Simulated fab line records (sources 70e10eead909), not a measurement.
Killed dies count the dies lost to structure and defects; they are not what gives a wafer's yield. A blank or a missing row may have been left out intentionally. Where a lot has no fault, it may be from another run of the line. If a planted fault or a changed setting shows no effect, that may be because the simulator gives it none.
fab line records	flow nandHarc
record: lots: 12	wafers: 36	lastDay: 34
route steps=1302 shown A_BLC@1121 A_M0@1142 END@1302
lots that met no fault: from a run of the same line without faults
startH: start of the lot's first displayed wafer, in hours after the record's first day	waitH: hours elapsed since this lot's preceding step	" repeats the value in the row above	L1.1+2: several wafers, shown together as one row	- no value present, or no start provided	* or withheld: withheld	< > ~ a bound
route shown NAME@n: NAME is a module with steps in the file, n the number in the route of the first one	usual: the fault-free wafers' mean and standard deviation	same: alike in all rows	chamber/n: place in a boat	sites: per-site readings	_std_site: standard deviation of those values	_edge_site: mean of outer sites minus mean of inner sites	radiusMm: for every site, how far away it sits from the centre of the wafer	mask NAME#n: copy n	behind: the most recent tool/chamber to have shaped the wafer	hold: why the lot was held/for how many hours/how that ended	device: the n, p or np transistor that did not switch	end of line: tests of these same wafers at the route's end	where a step has no rows: the recipe by itself	killed: not the wafer's yield, but the dies lost to structure and defects at the first sort	map: dies across one wafer; x = killed, . = not, _ = none there
set.NAME: the setting that was run; set.NAME@STEP: the one run at that earlier step	model.NAME: the simulator's own value behind a step, which no gauge read
one table for each step of the route and one row for each wafer, over a sample of lots
services: from which hour (startH, from the record's first day; less than 0 if before it) a tool's chamber was out of use, for how many hours, and why
== steps ==
step: NHARC_A_BLC_ETCH_16
recipe: targetDepthA: 390	overEtchFrac: 0.3	timeS: 65	ionEnergyEv: 80	cf4FlowSccm: 150	arFlowSccm: 0	rfW: 300	biasW: 100	chemistry: CF4
usual: chamberPressureMTorr: 50.00/0.044	drypumpMotorCurrentA: 6.14/0.27	oesProductAu: 1.002/0.015	rfVppV: 151.2/1.2	showerheadPlenumPTorr: 1.76/0.081	throttleValvePct: 13.284/0.0094
lot.wafer	tool	chamber	startH	waitH	chamberPressureMTorr	drypumpMotorCurrentA	oesProductAu	rfHoursCounterH	rfVppV	showerheadPlenumPTorr	throttleValvePct
L833.3	rieDiel-04	0	570.99	0.1	49.96	6.02	1.005	2	149.3	1.66	13.281
L833.5	"	1	"	"	50.01	6.39	0.997	-	151.2	1.85	13.272
L833.6	"	0	"	"	49.98	6.00	1.001	-	150.5	1.66	13.287
L834.4	rieDiel-04	0	588.26	0.1	50.01	5.97	1.013	3	149.4	1.66	13.279
L834.1	"	2	"	"	50.07	6.07	0.997	3	150.5	1.74	13.284
L834.6	"	0	"	"	50.02	5.98	1.020	-	151.1	1.66	13.290
L835.1	rieDiel-04	1	590.51	0.1	50.01	6.39	0.995	4	151.4	1.85	13.274
L835.2	"	2	"	"	50.05	6.05	1.003	4	151.6	1.74	13.294
L835.5	"	0	"	"	50.04	6.00	1.008	-	149.8	1.66	13.298
L840.3	rieDiel-08	0	642.54	0.1	49.96	5.78	0.996	5	151.3	1.80	13.292
L840.6	"	3	"	"	50.03	5.93	1.014	-	153.5	1.87	13.272
L840.5	"	0	"	"	50.09	5.76	0.996	-	152.6	1.80	13.287
L844.3	rieDiel-04	2	663.79	0.1	49.99	6.05	1.008	7	149.4	1.74	13.272
L844.5	"	3	"	"	50.03	6.49	0.999	-	150.6	1.74	13.279
L844.6	"	0	"	"	49.99	6.01	1.005	-	149.2	1.66	13.279
L841.3	rieDiel-04	0	665.47	0.1	49.98	6.02	1.005	7	149.6	1.66	13.291
L841.1	"	1	"	"	49.98	6.41	0.986	7	151.3	1.85	13.287
L841.6	"	0	"	"	50.07	6.00	0.994	-	150.7	1.66	13.284
L843.2	rieDiel-08	3	686.16	0.1	49.97	5.94	1.006	9	151.6	1.87	13.284
L843.4	"	0	"	"	50.01	5.80	0.988	9	152.5	1.80	13.285
L843.5	"	3	"	"	50.00	5.93	1.013	-	152.5	1.87	13.280
L846.4	rieDiel-05	3	689.76	0.1	49.97	5.93	0.996	30	154.1	1.90	13.283
L846.3	"	0	"	"	50.00	6.69	0.999	31	151.0	1.69	13.275
L846.1	"	2	"	"	50.06	6.12	0.995	29	149.5	1.65	13.285
L845.2	rieDiel-08	2	691.87	0.1	49.93	6.27	0.986	11	149.2	1.69	13.278
L845.1	"	3	"	"	50.04	5.93	1.015	10	152.5	1.87	13.277
L845.5	"	3	"	"	49.98	5.90	1.012	-	151.8	1.87	13.277
L847.1	rieDiel-08	0	710.55	0.1	49.97	5.78	1.008	12	152.8	1.80	13.306
L847.2	"	1	"	"	50.02	5.67	0.965	13	150.7	1.74	13.289
L847.6	"	0	"	"	49.95	5.80	1.003	-	150.6	1.80	13.282
L849.1	rieDiel-04	2	733.47	0.1	50.07	6.06	1.021	1	150.7	1.74	13.280
L849.2	"	3	"	"	50.04	6.46	0.982	1	152.0	1.74	13.269
L849.5	"	1	"	"	49.97	6.45	1.014	-	151.1	1.85	13.269
L850.4	rieDiel-04	3	754.16	0.1	50.01	6.49	0.991	2	152.3	1.74	13.278
L850.1	"	0	"	"	50.04	6.00	0.968	2	149.9	1.65	13.295
L850.6	"	2	"	"	50.02	6.05	1.004	-	151.2	1.74	13.280
step: NHARC_A_BLC_CD_MEAS_19
usual: cdNm: 99/3.1
lot.wafer	tool	chamber	startH	waitH	cdNm
L833.3	cdSem-03	-	572.03	-	101
L833.5	"	-	"	"	95
L833.6	"	-	"	"	102
L834.1	cdSem-02	-	589.14	-	97
L834.4	"	-	"	"	100
L834.6	"	-	"	"	100
L835.1	cdSem-01	-	591.38	-	103
L835.2	"	-	"	"	96
L835.5	"	-	"	"	104
L840.3	cdSem-01	-	643.43	-	99
L840.5	"	-	"	"	90
L840.6	"	-	"	"	99
L844.3	cdSem-03	-	664.65	-	99
L844.5	"	-	"	"	95
L844.6	"	-	"	"	101
L841.1	cdSem-01	-	666.35	-	98
L841.3	"	-	"	"	98
L841.6	"	-	"	"	100
L843.2	cdSem-02	-	687.04	-	98
L843.4	"	-	"	"	97
L843.5	"	-	"	"	98
L846.1	cdSem-03	-	690.64	-	98
L846.3	"	-	"	"	100
L846.4	"	-	"	"	98
L845.1	cdSem-02	-	692.75	-	94
L845.2	"	-	"	"	102
L845.5	"	-	"	"	96
L847.1	cdSem-02	-	711.43	-	93
L847.2	"	-	"	"	96
L847.6	"	-	"	"	95
L849.1	cdSem-02	-	734.35	-	99
L849.2	"	-	"	"	102
L849.5	"	-	"	"	98
L850.1	cdSem-01	-	755.09	-	98
L850.4	"	-	"	"	100
L850.6	"	-	"	"	101
step: NHARC_A_M0_SOFTBAKE_04
recipe: tempC: 105	timeS: 55
usual: heaterPowerTotalW: 188.46/0.14
lot.wafer	tool	chamber	startH	waitH	heaterPowerTotalW
L833.3	lithoTrack-01	0	574	-	210.09
L833.5	"	0	"	"	210.13
L833.6	"	0	"	"	210.41
L834.1	lithoTrack-04	0	591	-	188.56
L834.4	"	0	"	"	188.36
L834.6	"	0	"	"	188.59
L835.1	lithoTrack-01	0	593	-	210.02
L835.2	"	0	"	"	210.19
L835.5	"	0	"	"	210.40
L840.3	lithoTrack-04	0	645	-	188.62
L840.5	"	0	"	"	188.72
L840.6	"	0	"	"	188.38
L844.3	lithoTrack-04	0	667	-	188.36
L844.5	"	0	"	"	188.49
L844.6	"	0	"	"	188.29
L841.1	lithoTrack-01	0	669	-	188.59
L841.3	"	0	"	"	188.34
L841.6	"	0	"	"	188.39
L843.2	lithoTrack-06	0	689	-	188.76
L843.4	"	0	"	"	188.28
L843.5	"	0	"	"	188.49
L846.1	lithoTrack-01	0	693	-	188.34
L846.3	"	0	"	"	188.36
L846.4	"	0	"	"	188.49
L845.1	lithoTrack-01	0	695	-	188.76
L845.2	"	0	"	"	188.46
L845.5	"	0	"	"	188.33
L847.1	lithoTrack-01	0	713	-	188.43
L847.2	"	0	"	"	188.42
L847.6	"	0	"	"	188.47
L849.1	lithoTrack-04	0	736	-	188.45
L849.2	"	0	"	"	188.41
L849.5	"	0	"	"	188.35
L850.1	lithoTrack-01	0	757	-	188.44
L850.4	"	0	"	"	188.37
L850.6	"	0	"	"	188.37
step: NHARC_A_M0_ETCH_34
recipe: targetDepthA: 400	overetchA: 120	timeS: 43.94	ionEnergyEv: 200	n2FlowSccm: 150	h2FlowSccm: 150	arFlowSccm: 0	rfW: 400	biasW: 150	chemistry: N2/H2
usual: chamberPressureMTorr: 29.998/0.026	drypumpMotorCurrentA: 5.7/0.43	oesProductAu: 1.000/0.011	rfVppV: 430.4/2.9	showerheadPlenumPTorr: 2.03/0.1	throttleValvePct: 14.171/0.01
lot.wafer	tool	chamber	startH	waitH	chamberPressureMTorr	drypumpMotorCurrentA	oesProductAu	rfHoursCounterH	rfVppV	showerheadPlenumPTorr	throttleValvePct
L833.3	rieDiel-09	2	575.19	0.1	30.006	4.8	1.011	3	431.7	2.04	14.181
L833.6	"	0	"	"	29.966	6.5	0.996	-	426.9	1.89	14.169
L833.5	"	1	"	"	30.041	5.4	1.009	-	431.7	2.07	14.167
L834.1	rieDiel-01	2	592.16	0.1	30.043	5.7	1.000	2	434.1	2.18	14.181
L834.4	"	0	"	"	29.977	6.0	0.993	2	427.9	1.91	14.182
L834.6	"	1	"	"	30.016	5.4	1.012	-	427.3	1.94	14.187
L835.2	rieDiel-01	1	594.46	0.1	30.000	5.4	1.002	2	427.4	1.94	14.160
L835.1	"	0	"	"	29.949	6.0	0.994	2	427.4	1.91	14.186
L835.5	"	2	"	"	29.979	5.7	0.995	-	434.8	2.18	14.178
L840.3	rieDiel-09	3	646.60	0.1	30.024	5.5	0.993	7	428.6	2.00	14.169
L840.5	"	2	"	"	29.968	4.8	1.002	-	431.6	2.04	14.172
L840.6	"	3	"	"	30.028	5.5	0.990	-	430.4	2.00	14.179
L844.3	rieDiel-01	2	667.84	0.1	29.995	5.7	1.002	6	434.9	2.18	14.163
L844.5	"	3	"	"	29.997	5.8	1.020	-	434.7	2.16	14.163
L844.6	"	0	"	"	30.040	6.0	1.005	-	426.4	1.91	14.168
L841.3	rieDiel-09	2	669.94	0.1	29.977	4.8	0.999	7	429.8	2.04	14.173
L841.1	"	0	"	"	29.979	6.5	1.011	7	426.6	1.89	14.163
L841.6	"	3	"	"	30.014	5.5	0.993	-	430.9	2.00	14.178
L843.4	rieDiel-01	0	690.20	0.1	29.989	6.0	0.988	6	426.6	1.91	14.190
L843.2	"	1	"	"	29.992	5.4	0.997	6	427.3	1.94	14.174
L843.5	"	2	"	"	29.940	5.7	0.996	-	435.3	2.18	14.167
L846.3	rieDiel-01	0	693.70	0.1	30.004	6.0	0.990	6	425.9	1.91	14.161
L846.1	"	1	"	"	29.980	5.4	0.996	6	429.0	1.94	14.163
L846.4	"	2	"	"	29.993	5.7	0.994	7	435.1	2.18	14.167
L845.1	rieDiel-01	2	695.94	0.1	29.989	5.7	1.005	7	433.8	2.18	14.182
L845.2	"	3	"	"	29.980	5.9	1.017	6	433.8	2.16	14.176
L845.5	"	2	"	"	29.997	5.8	0.984	-	435.4	2.18	14.156
L847.2	rieDiel-01	3	714.58	0.1	30.026	5.8	1.007	7	433.2	2.16	14.143
L847.1	"	1	"	"	30.019	5.4	0.988	7	427.8	1.93	14.163
L847.6	"	2	"	"	29.998	5.7	0.996	-	435.9	2.18	14.178
L849.1	rieDiel-09	2	737.58	0.1	29.997	4.8	1.000	3	429.7	2.04	14.171
L849.2	"	3	"	"	30.034	5.5	0.987	3	430.6	2.00	14.173
L849.5	"	2	"	"	30.027	4.8	0.996	-	431.2	2.04	14.161
L850.4	rieDiel-01	0	758.28	0.1	29.993	6.0	0.998	1	425.9	1.91	14.162
L850.1	"	2	"	"	29.956	5.7	0.993	1	433.4	2.18	14.190
L850.6	"	3	"	"	30.018	5.9	0.998	-	435.0	2.15	14.189
step: NHARC_END_SORT_01
recipe: tempC: 25
usual: defectLimitedYield: 91.0/2.5	killedAtArray: 56/17	killedAtOther: 0.9/1.2	killedAtPeriphery: 3.9/2.5	killedDies: 61/17	killedOpen: 3.2/1.8	killedShort: 2.7/1.7
same: grossDies: 677
lot.wafer	tool	chamber	startH	waitH	defectLimitedYield[%]	killedAtArray	killedAtOther	killedAtPeriphery	killedDies	killedOpen	killedShort
L833.3	prober-01	0	618.38	3.1	93.6	41	0	2	43	3	2
L833.5	prober-01	0	619.97	3.7	92.3	50	0	2	52	1	4
L833.6	prober-01	0	620.77	4.0	95.0	30	2	2	34	1	1
L835.1	prober-01	0	632.11	2.5	90.8	59	0	3	62	4	2
L835.2	prober-01	0	632.91	2.8	90.3	63	0	3	66	5	2
L835.5	prober-01	0	635.30	3.7	90.5	60	0	4	64	6	4
L834.1	prober-02	0	632.12	2.5	90.5	51	0	13	64	3	4
L834.4	prober-02	0	634.47	3.3	92.2	46	1	6	53	2	0
L834.6	prober-02	0	636.04	3.9	91.4	51	0	7	58	2	2
L840.3	prober-02	0	686.71	3.1	92.6	48	0	2	50	0	1
L840.5	prober-02	0	688.30	3.7	90.4	59	0	6	65	3	1
L840.6	prober-02	0	689.10	4.0	90.0	60	1	7	68	7	0
L841.1	prober-02	0	710.60	2.5	89.1	65	1	8	74	4	5
L841.3	prober-02	0	712.18	3.1	95.3	28	1	3	32	4	1
L841.6	prober-02	0	714.56	4.0	94.1	37	1	2	40	3	4
L844.3	prober-01	0	712.21	3.1	95.7	24	0	5	29	3	2
L844.5	prober-01	0	713.78	3.6	95.1	29	0	4	33	3	3
L844.6	prober-01	0	714.56	3.9	93.2	40	0	6	46	4	3
L846.1	prober-02	0	731.40	2.5	89.7	62	1	7	70	4	1
L846.3	prober-02	0	733.00	3.1	86.9	81	1	7	89	2	0
L846.4	prober-02	0	733.80	3.4	88.0	75	2	4	81	2	7
L843.2	prober-01	0	732.19	2.8	89.2	68	1	4	73	3	4
L843.4	prober-01	0	733.78	3.4	88.2	74	3	3	80	2	3
L843.5	prober-01	0	734.57	3.7	88.3	69	3	7	79	5	3
L845.1	prober-02	0	743.37	2.5	92.5	51	0	0	51	4	1
L845.2	prober-02	0	744.17	2.8	92.5	44	0	7	51	3	3
L845.5	prober-02	0	746.56	3.7	91.7	53	0	3	56	4	3
L847.1	prober-01	0	752.19	2.5	90.3	64	1	1	66	2	2
L847.2	prober-01	0	752.97	2.8	92.2	52	0	1	53	5	1
L847.6	prober-01	0	756.13	3.9	92.8	43	2	4	49	5	4
L849.1	prober-01	0	778.71	2.5	95.9	22	2	4	28	0	2
L849.2	prober-01	0	779.52	2.8	94.8	25	5	5	35	4	1
L849.5	prober-01	0	781.93	3.7	96.2	23	0	3	26	4	2
L850.1	prober-02	0	800.26	2.5	88.5	71	0	7	78	6	4
L850.4	prober-02	0	802.66	3.4	87.9	77	0	5	82	4	4
L850.6	prober-02	0	804.26	4.0	93.4	39	0	6	45	3	4
killed by level:class
L833.3 A_SLIT:chamberFilmFlake=24 A_CHANNEL_HOLE_D2:chamberFilmFlake=5 A_STAIRCASE:chamberFilmFlake=2 A_WL_FILL:chamberFilmFlake=2 A_ONON_D1:geometricParticle:open=1 A_CHANNEL_FILL_D1:geometricParticle:short=1 A_WL_FILL:geometricParticle:open=1 A_WL_FILL:geometricParticle:short=1
L833.5 A_SLIT:chamberFilmFlake=24 A_CHANNEL_HOLE_D2:chamberFilmFlake=14 A_STAIRCASE:chamberFilmFlake=5 A_CONTACT:geometricParticle:short=2 P_CONTACT:geometricParticle:short=1 A_ONON_D2:geometricParticle:open=1 A_WL_FILL:geometricParticle:short=1 P_GATE:chamberFilmFlake=1
L833.6 A_SLIT:chamberFilmFlake=11 A_STAIRCASE:chamberFilmFlake=8 A_CHANNEL_HOLE_D2:chamberFilmFlake=5 P_ZERO_WELL:chamberFilmFlake=2 A_M0:chamberFilmFlake=2 THIN_TSV:chamberFilmFlake=2 A_SGD_CUT:geometricParticle:open=1 A_WL_FILL:geometricParticle:short=1
L835.1 A_CHANNEL_HOLE_D1:chamberFilmFlake=26 A_CHANNEL_HOLE_D2:chamberFilmFlake=20 A_STAIRCASE:chamberFilmFlake=4 A_CONTACT:chamberFilmFlake=4 P_GATE:geometricParticle:open=1 P_CONTACT:geometricParticle:open=1 A_CHANNEL_FILL_D2:geometricParticle:short=1 A_CHANNEL_FILL_D2:geometricParticle:open=1
L834.1 A_SLIT:chamberFilmFlake=25 A_CHANNEL_HOLE_D2:chamberFilmFlake=9 P_M1:chamberFilmFlake=5 P_CONTACT:chamberFilmFlake=4 A_CHANNEL_HOLE_D1:chamberFilmFlake=3 A_CONTACT:chamberFilmFlake=3 A_ONON_D1:geometricParticle:short=2 P_ZERO_WELL:chamberFilmFlake=2
L835.2 A_CHANNEL_HOLE_D1:chamberFilmFlake=24 A_CHANNEL_HOLE_D2:chamberFilmFlake=21 A_CONTACT:chamberFilmFlake=5 A_STAIRCASE:chamberFilmFlake=4 P_STI:chamberFilmFlake=2 P_GATE:geometricParticle:open=1 A_CHANNEL_FILL_D1:geometricParticle:open=1 A_DECK1_JOINT:geometricParticle:open=1
L834.4 A_SLIT:chamberFilmFlake=19 A_CHANNEL_HOLE_D2:chamberFilmFlake=11 A_STAIRCASE:chamberFilmFlake=6 A_CONTACT:chamberFilmFlake=4 P_CONTACT:chamberFilmFlake=3 P_M1:chamberFilmFlake=2 P_CONTACT:geometricParticle:open=1 A_ONON_D2:geometricParticle:open=1
L835.5 A_CHANNEL_HOLE_D2:chamberFilmFlake=23 A_CHANNEL_HOLE_D1:chamberFilmFlake=21 A_SGD_CUT:chamberFilmFlake=3 P_CONTACT:geometricParticle:open=2 A_STAIRCASE:chamberFilmFlake=2 A_CONTACT:chamberFilmFlake=2 P_GATE:geometricParticle:open=1 A_SOURCE_PLATE:geometricParticle:open=1
L834.6 A_SLIT:chamberFilmFlake=30 A_CHANNEL_HOLE_D2:chamberFilmFlake=7 A_STAIRCASE:chamberFilmFlake=4 P_CONTACT:chamberFilmFlake=3 A_ONON_D2:geometricParticle:short=2 A_CHANNEL_HOLE_D1:chamberFilmFlake=2 A_CHANNEL_FILL_D2:chamberFilmFlake=2 A_CONTACT:chamberFilmFlake=2
L840.3 A_CHANNEL_HOLE_D1:chamberFilmFlake=27 A_SGD_CUT:chamberFilmFlake=8 A_SLIT:chamberFilmFlake=7 A_CONTACT:chamberFilmFlake=3 A_ONON_D2:geometricParticle:short=1 P_STI:chamberFilmFlake=1 P_GATE:chamberFilmFlake=1 A_ZERO_WELL:chamberFilmFlake=1
L840.5 A_CHANNEL_HOLE_D1:chamberFilmFlake=34 A_SLIT:chamberFilmFlake=8 A_SGD_CUT:chamberFilmFlake=6 A_CONTACT:chamberFilmFlake=5 P_GATE:chamberFilmFlake=4 A_M1:geometricParticle:open=2 P_M0:geometricParticle:open=1 A_DECK1_JOINT:geometricParticle:short=1
L840.6 A_CHANNEL_HOLE_D1:chamberFilmFlake=33 A_SGD_CUT:chamberFilmFlake=6 A_SLIT:chamberFilmFlake=6 A_ZERO_WELL:chamberFilmFlake=3 A_CHANNEL_FILL_D1:chamberFilmFlake=3 A_CONTACT:chamberFilmFlake=3 A_CHANNEL_HOLE_D2:geometricParticle:open=2 P_STI:chamberFilmFlake=2
L841.1 A_SLIT:chamberFilmFlake=27 A_CHANNEL_HOLE_D2:chamberFilmFlake=15 A_CONTACT:chamberFilmFlake=8 P_GATE:chamberFilmFlake=5 A_CHANNEL_HOLE_D1:chamberFilmFlake=3 P_M0:geometricParticle:short=2 A_M1:chamberFilmFlake=2 A_DECK1_JOINT:geometricParticle:short=1
L841.3 A_SLIT:chamberFilmFlake=14 A_CHANNEL_HOLE_D1:chamberFilmFlake=4 A_CHANNEL_HOLE_D2:chamberFilmFlake=3 A_M0:geometricParticle:open=2 A_CONTACT:chamberFilmFlake=2 P_GATE:geometricParticle:short=1 A_CONTACT:geometricParticle:open=1 STARTING-WAFER:geometricParticle:open=1
L844.3 A_CONTACT:chamberFilmFlake=6 A_CHANNEL_HOLE_D1:chamberFilmFlake=5 A_SLIT:chamberFilmFlake=5 P_STI:chamberFilmFlake=4 A_CHANNEL_FILL_D1:geometricParticle:open=1 A_DECK1_JOINT:geometricParticle:short=1 A_DECK1_JOINT:geometricParticle:open=1 A_CHANNEL_HOLE_D2:geometricParticle:short=1
L844.5 A_CHANNEL_HOLE_D1:chamberFilmFlake=11 A_WL_FILL:chamberFilmFlake=4 P_STI:chamberFilmFlake=3 A_STAIRCASE:chamberFilmFlake=3 A_SLIT:chamberFilmFlake=3 A_CONTACT:chamberFilmFlake=3 A_M1:geometricParticle:open=2 P_CONTACT:geometricParticle:open=1
L841.6 A_SLIT:chamberFilmFlake=14 A_CHANNEL_HOLE_D2:chamberFilmFlake=9 A_CHANNEL_HOLE_D1:chamberFilmFlake=4 A_WL_FILL:geometricParticle:short=2 P_GATE:chamberFilmFlake=2 A_DECK1_JOINT:geometricParticle:short=1 A_CHANNEL_HOLE_D2:geometricParticle:open=1 A_SGD_CUT:geometricParticle:short=1
L844.6 A_CHANNEL_HOLE_D1:chamberFilmFlake=12 A_CONTACT:chamberFilmFlake=8 A_SLIT:chamberFilmFlake=6 P_STI:chamberFilmFlake=5 A_M1:geometricParticle:open=2 A_ZERO_WELL:chamberFilmFlake=2 A_WL_FILL:chamberFilmFlake=2 P_M0:geometricParticle:short=1
L846.1 A_CHANNEL_HOLE_D1:chamberFilmFlake=30 A_SLIT:chamberFilmFlake=18 P_BONDPAD:chamberFilmFlake=4 A_STAIRCASE:chamberFilmFlake=3 A_CONTACT:chamberFilmFlake=3 P_GATE:geometricParticle:open=1 A_DECK1_JOINT:geometricParticle:short=1 A_WL_FILL:geometricParticle:open=1
L843.2 A_CHANNEL_HOLE_D1:chamberFilmFlake=30 A_CHANNEL_HOLE_D2:chamberFilmFlake=21 A_CONTACT:chamberFilmFlake=3 A_M0:geometricParticle:open=2 P_CONTACT:chamberFilmFlake=2 A_ZERO_WELL:chamberFilmFlake=2 A_CHANNEL_FILL_D1:chamberFilmFlake=2 A_SLIT:chamberFilmFlake=2
L846.3 A_CHANNEL_HOLE_D1:chamberFilmFlake=37 A_SLIT:chamberFilmFlake=36 A_WL_FILL:chamberFilmFlake=4 P_ZERO_WELL:chamberFilmFlake=3 P_BONDPAD:chamberFilmFlake=3 A_CONTACT:chamberFilmFlake=2 P_GATE:geometricParticle:open=1 A_CHANNEL_FILL_D1:geometricParticle:open=1
L843.4 A_CHANNEL_HOLE_D1:chamberFilmFlake=31 A_CHANNEL_HOLE_D2:chamberFilmFlake=23 A_SLIT:chamberFilmFlake=5 A_CONTACT:chamberFilmFlake=5 A_STAIRCASE:chamberFilmFlake=3 THIN_TSV:chamberFilmFlake=3 P_CONTACT:chamberFilmFlake=2 A_ZERO_WELL:chamberFilmFlake=2
L846.4 A_CHANNEL_HOLE_D1:chamberFilmFlake=41 A_SLIT:chamberFilmFlake=21 A_CONTACT:chamberFilmFlake=3 A_ZERO_WELL:chamberFilmFlake=2 P_M0:geometricParticle:open=1 P_BONDPAD:geometricParticle:short=1 A_ONON_D1:geometricParticle:short=1 A_ONON_D2:geometricParticle:short=1
L843.5 A_CHANNEL_HOLE_D1:chamberFilmFlake=31 A_CHANNEL_HOLE_D2:chamberFilmFlake=22 P_CONTACT:chamberFilmFlake=4 A_SLIT:chamberFilmFlake=3 A_WL_FILL:chamberFilmFlake=3 A_ZERO_WELL:chamberFilmFlake=2 A_CONTACT:chamberFilmFlake=2 THIN_TSV:chamberFilmFlake=2
L845.1 A_CHANNEL_HOLE_D1:chamberFilmFlake=39 A_CONTACT:geometricParticle:open=2 A_STAIRCASE:chamberFilmFlake=2 A_SLIT:chamberFilmFlake=2 A_CONTACT:chamberFilmFlake=2 A_ONON_D1:geometricParticle:open=1 A_CHANNEL_HOLE_D1:geometricParticle:open=1 A_CHANNEL_FILL_D2:geometricParticle:short=1
L845.2 A_CHANNEL_HOLE_D1:chamberFilmFlake=25 A_CONTACT:chamberFilmFlake=10 P_BONDPAD:chamberFilmFlake=3 P_GATE:chamberFilmFlake=2 A_SLIT:chamberFilmFlake=2 P_GATE:geometricParticle:open=1 P_GATE:geometricParticle:short=1 A_ONON_D1:geometricParticle:short=1
L845.5 A_CHANNEL_HOLE_D1:chamberFilmFlake=28 A_CONTACT:chamberFilmFlake=10 A_CHANNEL_FILL_D1:chamberFilmFlake=3 A_WL_FILL:geometricParticle:short=2 P_BONDPAD:chamberFilmFlake=2 A_ZERO_WELL:chamberFilmFlake=2 A_SLIT:chamberFilmFlake=2 P_M0:geometricParticle:open=1
L847.1 A_CHANNEL_HOLE_D2:chamberFilmFlake=32 A_CHANNEL_HOLE_D1:chamberFilmFlake=14 A_SLIT:chamberFilmFlake=4 A_DECK1_JOINT:chamberFilmFlake=3 A_STAIRCASE:chamberFilmFlake=3 A_CONTACT:chamberFilmFlake=3 A_ONON_D1:geometricParticle:short=1 A_DECK1_JOINT:geometricParticle:open=1
L847.2 A_CHANNEL_HOLE_D1:chamberFilmFlake=19 A_CHANNEL_HOLE_D2:chamberFilmFlake=13 A_DECK1_JOINT:chamberFilmFlake=5 A_STAIRCASE:chamberFilmFlake=4 A_SLIT:chamberFilmFlake=3 A_ONON_D2:geometricParticle:open=2 A_ONON_D1:geometricParticle:short=1 A_ONON_D1:geometricParticle:open=1
L847.6 A_CHANNEL_HOLE_D2:chamberFilmFlake=13 A_SLIT:chamberFilmFlake=8 A_CHANNEL_HOLE_D1:chamberFilmFlake=7 A_ZERO_WELL:chamberFilmFlake=2 A_CHANNEL_FILL_D1:chamberFilmFlake=2 A_STAIRCASE:chamberFilmFlake=2 A_WL_FILL:chamberFilmFlake=2 P_STI:geometricParticle:open=1
L849.1 A_STAIRCASE:chamberFilmFlake=6 A_SLIT:chamberFilmFlake=6 P_ZERO_WELL:chamberFilmFlake=3 A_CONTACT:chamberFilmFlake=3 A_CHANNEL_HOLE_D1:chamberFilmFlake=2 THIN_TSV:chamberFilmFlake=2 A_ONON_D2:geometricParticle:short=1 A_WL_FILL:geometricParticle:short=1
L849.2 A_SLIT:chamberFilmFlake=7 A_CONTACT:chamberFilmFlake=5 THIN_TSV:chamberFilmFlake=5 A_STAIRCASE:chamberFilmFlake=4 P_ZERO_WELL:chamberFilmFlake=3 P_GATE:chamberFilmFlake=2 A_CHANNEL_HOLE_D1:chamberFilmFlake=2 A_BLC:chamberFilmFlake=2
L849.5 A_CONTACT:chamberFilmFlake=5 A_STAIRCASE:chamberFilmFlake=5 A_SLIT:chamberFilmFlake=4 A_WL_FILL:geometricParticle:open=2 P_ZERO_WELL:chamberFilmFlake=2 A_ONON_D1:geometricParticle:short=1 A_CHANNEL_FILL_D1:geometricParticle:open=1 A_CHANNEL_HOLE_D2:geometricParticle:open=1
L850.1 A_SLIT:chamberFilmFlake=27 A_CHANNEL_HOLE_D2:chamberFilmFlake=19 A_CHANNEL_HOLE_D1:chamberFilmFlake=8 P_ZERO_WELL:chamberFilmFlake=4 A_CONTACT:chamberFilmFlake=4 P_CONTACT:geometricParticle:open=2 A_STAIRCASE:chamberFilmFlake=2 A_WL_FILL:chamberFilmFlake=2
L850.4 A_SLIT:chamberFilmFlake=31 A_CHANNEL_HOLE_D2:chamberFilmFlake=16 A_CHANNEL_HOLE_D1:chamberFilmFlake=10 A_STAIRCASE:chamberFilmFlake=5 A_CONTACT:chamberFilmFlake=3 P_ZERO_WELL:chamberFilmFlake=2 P_GATE:chamberFilmFlake=2 P_CONTACT:geometricParticle:open=1
L850.6 A_CHANNEL_HOLE_D2:chamberFilmFlake=10 A_SLIT:chamberFilmFlake=9 P_ZERO_WELL:chamberFilmFlake=3 A_CHANNEL_HOLE_D1:chamberFilmFlake=3 A_STAIRCASE:chamberFilmFlake=3 A_M0:chamberFilmFlake=3 A_WL_FILL:geometricParticle:short=2 A_CONTACT:chamberFilmFlake=2
== services ==
tool	chamber	startH	hours	kind
lithoTrack-04	-	553.00	7.0	pm
rieDiel-01	-	558.31	9.0	pm
rieDiel-09	-	560.14	0.2	repair
rieDiel-04	2	569.69	3.6	repair
rieDiel-08	0	613.20	2.5	repair
rieDiel-09	-	613.93	0.1	repair
rieDiel-09	2	615.66	3.9	repair
rieDiel-09	0	621.43	15.2	repair
rieDiel-08	2	644.71	5.8	repair
rieDiel-09	1	648.29	4.8	repair
rieDiel-08	1	652.25	2.2	repair
rieDiel-01	1	657.18	6.9	repair
rieDiel-01	-	659.24	0.2	repair
rieDiel-09	-	674.10	9.0	pm
rieDiel-01	3	677.42	9.3	repair
lithoTrack-01	-	680.00	7.0	pm
rieDiel-04	2	694.33	12.6	repair
rieDiel-04	-	708.90	9.0	pm
rieDiel-09	0	715.93	22.1	repair
rieDiel-08	-	721.83	9.0	pm
lithoTrack-04	-	728.00	7.0	pm
rieDiel-01	-	735.31	9.0	pm
rieDiel-08	2	743.60	2.5	repair
rieDiel-04	0	754.63	9.0	repair
== key ==
firstSign: step: NHARC_A_M0_SOFTBAKE_04	reading: heaterPowerTotalW	direction: up	sigmas: 99+	usual: *	struck: *
effect none on later readings
metAt NHARC_A_M0_SOFTBAKE_04
struckLots L833,L835
loopTrim: step: NHARC_A_M0_EXPOSE_06	setting: dose	lots: L835
notActingAt NHARC_A_BLC_ETCH_16,NHARC_A_BLC_CD_MEAS_19,NHARC_A_M0_ETCH_34
fault: kind: processParameterDrift	tool: lithoTrack-01	chamber: -	onsetH: 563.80	steps: NHARC_A_M0_SOFTBAKE_04	channel: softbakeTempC	offset: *	shape: step	endH: 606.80	actsIn: *	stated: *
loopTrim: a control loop set the setting to another value than it would have without faults
